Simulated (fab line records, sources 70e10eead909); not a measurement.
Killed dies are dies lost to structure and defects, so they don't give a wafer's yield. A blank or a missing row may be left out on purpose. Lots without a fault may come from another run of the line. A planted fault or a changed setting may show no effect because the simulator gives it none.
Which tool did it? | flow nand_harc | 13 lots, 39 wafers sampled, at 4 steps of a route of 1302

WHAT THE GAUGES READ, wafer by wafer
The record holds no reading of a measuring or inspecting step that can be judged against a usual standard deviation.

WHICH TOOL RAN EACH LOT (tool, then ch and the chambers of the sampled wafers, then the start)
lot  | NHARC_A_CONTACT_ETCH_138             | NHARC_A_CONTACT_STRIP_26                      | NHARC_A_CONTACT_ALD_18              | NHARC_A_BLC_SOFTBAKE_05
L859 | har_cap_etch-02 ch 0,1, day 23 01:38 | rie_diel-10 ch 0,1, day 23 03:33 or earlier   | ald_metal-04 ch 0,1,2, day 23 03:33 | litho_track-01 ch 0, day 23 05:00
L861 | har_cap_etch-03 ch 0,1, day 23 21:56 | rie_diel-10 ch 0,1,2, day 24 13:14 or earlier | ald_metal-01 ch 0,2,3, day 24 13:14 | litho_track-06 ch 0, day 24 14:00
L863 | har_cap_etch-03 ch 0,1, day 24 06:09 | rie_diel-08 ch 0,1,2, day 24 08:52 or earlier | ald_metal-01 ch 0,1,3, day 24 08:52 | litho_track-01 ch 0, day 24 10:00
L865 | har_cap_etch-03 ch 0,1, day 25 12:27 | rie_diel-01 ch 0,1,2, day 25 14:26 or earlier | ald_metal-01 ch 0,1,2, day 25 14:26 | litho_track-01 ch 0, day 25 15:00
L864 | har_cap_etch-02 ch 0,1, day 25 14:01 | rie_diel-01 ch 1,2, day 25 15:58 or earlier   | ald_metal-04 ch 0,2,3, day 25 15:58 | litho_track-06 ch 0, day 25 17:00
L866 | har_cap_etch-03 ch 0,1, day 25 18:08 | rie_diel-10 ch 0,3, day 25 20:08 or earlier   | ald_metal-02 ch 1,2,3, day 25 20:08 | litho_track-06 ch 0, day 25 21:00
L870 | har_cap_etch-01 ch 0,1, day 27 11:38 | rie_diel-01 ch 0,2,3, day 27 13:42 or earlier | ald_metal-04 ch 0,2,3, day 27 13:42 | litho_track-06 ch 0, day 27 15:00
L871 | har_cap_etch-03 ch 0,1, day 27 18:10 | rie_diel-10 ch 1,2,3, day 27 20:10 or earlier | ald_metal-01 ch 0,2,3, day 27 20:10 | litho_track-01 ch 0, day 27 21:00
L869 | har_cap_etch-03 ch 0,1, day 27 20:49 | rie_diel-08 ch 1,2, day 27 22:54 or earlier   | ald_metal-04 ch 0,1,2, day 27 22:54 | litho_track-01 ch 0, day 28 00:00
L868 | har_cap_etch-02 ch 0,1, day 28 06:13 | rie_diel-01 ch 0,1,2, day 28 08:11 or earlier | ald_metal-01 ch 0,2, day 28 08:11   | litho_track-06 ch 0, day 28 09:00
L878 | har_cap_etch-03 ch 0,1, day 31 02:01 | rie_diel-08 ch 1,2,3, day 31 04:14 or earlier | ald_metal-04 ch 0,1,2, day 31 04:14 | litho_track-01 ch 0, day 31 05:00
L880 | har_cap_etch-02 ch 0,1, day 31 23:04 | rie_diel-01 ch 1,2,3, day 32 01:58 or earlier | ald_metal-04 ch 0,2, day 32 01:58   | litho_track-01 ch 0, day 32 03:00
L881 | har_cap_etch-03 ch 0,1, day 32 04:23 | rie_diel-01 ch 0,1,3, day 32 06:19 or earlier | ald_metal-02 ch 0,3, day 32 06:19   | litho_track-06 ch 0, day 32 07:00
- NHARC_A_CONTACT_ETCH_138: etches the open film in C4F8/O2/Ar, time 311 s, target depth 1914 nm.
- NHARC_A_CONTACT_STRIP_26: strips in O2.
- NHARC_A_CONTACT_ALD_18: deposits TiN, target thk 3 nm, pulse time 1 s, ald cycles 150.
- NHARC_A_BLC_SOFTBAKE_05: time 55 s.

WHAT THE TOOLS THEMSELVES READ (means of the sampled wafers that have a number; where no wafer has one, the mark that the record gives instead)
NHARC_A_CONTACT_STRIP_26. Usual: drypump_motor_current_A 5.8 A, standard deviation 0.42; oes_product_au 1.003 a.u., standard deviation 0.0095; rf_vpp_V 57.6 V, standard deviation 0.89; showerhead_plenum_p_Torr 3.47 Torr, standard deviation 0.11; throttle_valve_pct 17.035 %, standard deviation 0.0099.
lot  | tool        | drypump_motor_current_A (A) | oes_product_au (a.u.) | rf_vpp_V (V) | showerhead_plenum_p_Torr (Torr) | throttle_valve_pct (%) | flag
L859 | rie_diel-10 | 5.4                         | 1.008                 | 57.7         | 3.44                            | 17.045                 |
L861 | rie_diel-10 | 5.5                         | 1.001                 | 57.0         | 3.40                            | 17.035                 |
L863 | rie_diel-08 | 6.4                         | 1.002                 | 58.5         | 3.60                            | 17.030                 |
L865 | rie_diel-01 | 5.9                         | 1.006                 | 57.0         | 3.44                            | 17.043                 |
L864 | rie_diel-01 | 6.2                         | 1.011                 | 57.0         | 3.48                            | 17.032                 |
L866 | rie_diel-10 | 5.5                         | 1.004                 | 57.0         | 3.35                            | 17.034                 |
L870 | rie_diel-01 | 5.6                         | 1.007                 | 58.0         | 3.42                            | 17.034                 |
L871 | rie_diel-10 | 5.5                         | 1.001                 | 58.6         | 3.55                            | 17.047                 |
L869 | rie_diel-08 | 6.5                         | 1.008                 | 57.6         | 3.56                            | 17.037                 |
L868 | rie_diel-01 | 5.9                         | 1.011                 | 58.0         | 3.44                            | 17.038                 |
L878 | rie_diel-08 | 6.3                         | 0.997                 | 58.0         | 3.46                            | 17.037                 |
L880 | rie_diel-01 | 5.9                         | 1.004                 | 56.4         | 3.45                            | 17.034                 |
L881 | rie_diel-01 | 5.8                         | 1.000                 | 58.5         | 3.47                            | 17.041                 |

NHARC_A_CONTACT_ALD_18. Usual: heater_power_w 1075 W, standard deviation 120; precursor_pulse_height_rel 1.001, standard deviation 0.021.
lot  | tool         | heater_power_w (W) | precursor_pulse_height_rel | flag
L859 | ald_metal-04 | 1050               | 1.030                      |
L861 | ald_metal-01 | 1158               | 1.006                      |
L863 | ald_metal-01 | 1107               | 0.985                      |
L865 | ald_metal-01 | 1186               | 1.009                      |
L864 | ald_metal-04 | 1067               | 1.005                      |
L866 | ald_metal-02 | 1117               | 0.990                      |
L870 | ald_metal-04 | 1055               | 1.003                      |
L871 | ald_metal-01 | 1192               | 1.013                      |
L869 | ald_metal-04 | 1046               | 1.017                      |
L868 | ald_metal-01 | 1290               | 1.006                      |
L878 | ald_metal-04 | 1018               | 0.976                      |
L880 | ald_metal-04 | 1097               | 1.005                      |
L881 | ald_metal-02 | 969                | 0.982                      |

NHARC_A_BLC_SOFTBAKE_05. Usual: chill_plate_temp_C 23.01 C, standard deviation 0.096; heater_power_total_W 188.46 W, standard deviation 0.15.
lot  | tool           | chill_plate_temp_C (C) | heater_power_total_W (W) | flag
L859 | litho_track-01 | 23.00                  | 188.59                   |
L861 | litho_track-06 | 23.02                  | 188.44                   |
L863 | litho_track-01 | 22.93                  | 188.64                   |
L865 | litho_track-01 | 22.97                  | 188.46                   |
L864 | litho_track-06 | 23.02                  | 188.48                   |
L866 | litho_track-06 | 22.82                  | 188.42                   |
L870 | litho_track-06 | 23.02                  | 188.34                   |
L871 | litho_track-01 | 23.02                  | 188.64                   |
L869 | litho_track-01 | 23.05                  | 188.46                   |
L868 | litho_track-06 | 22.96                  | 188.42                   |
L878 | litho_track-01 | 23.09                  | 204.21                   | OFF
L880 | litho_track-01 | 22.83                  | 204.18                   | OFF
L881 | litho_track-06 | 23.05                  | 188.52                   |

THE ANSWER, worked out from the rows above alone
Rule: a lot is off if the mean of its wafers that have a number lies more than 3 standard deviations from the usual mean. A lot without any number at a reading at which 4 lots or more have one is off too. The other lots that the step has rows for count as sound. The gauges are gone through in route order, then the tools' own readings, and for those a lot's mean is taken as printed above. The first step at which some lot is off is used, and at that step the reading that is off furthest; a lot without a number counts as furthest.
Off: L878, L880, at NHARC_A_BLC_SOFTBAKE_05 (heater_power_total_W).
A tool fits if, at that step or a process step before it, it ran every lot that is off, and no sound lot after the first of them. NHARC_A_CONTACT_STRIP_26 gives no start for some lots, so the hours and the order of its lots are those of NHARC_A_CONTACT_ALD_18. Can't be told from this: 2 tools fit, ald_metal-04 at NHARC_A_CONTACT_ALD_18, litho_track-01 at NHARC_A_BLC_SOFTBAKE_05.

WHAT THE SIMULATOR HAD PUT IN
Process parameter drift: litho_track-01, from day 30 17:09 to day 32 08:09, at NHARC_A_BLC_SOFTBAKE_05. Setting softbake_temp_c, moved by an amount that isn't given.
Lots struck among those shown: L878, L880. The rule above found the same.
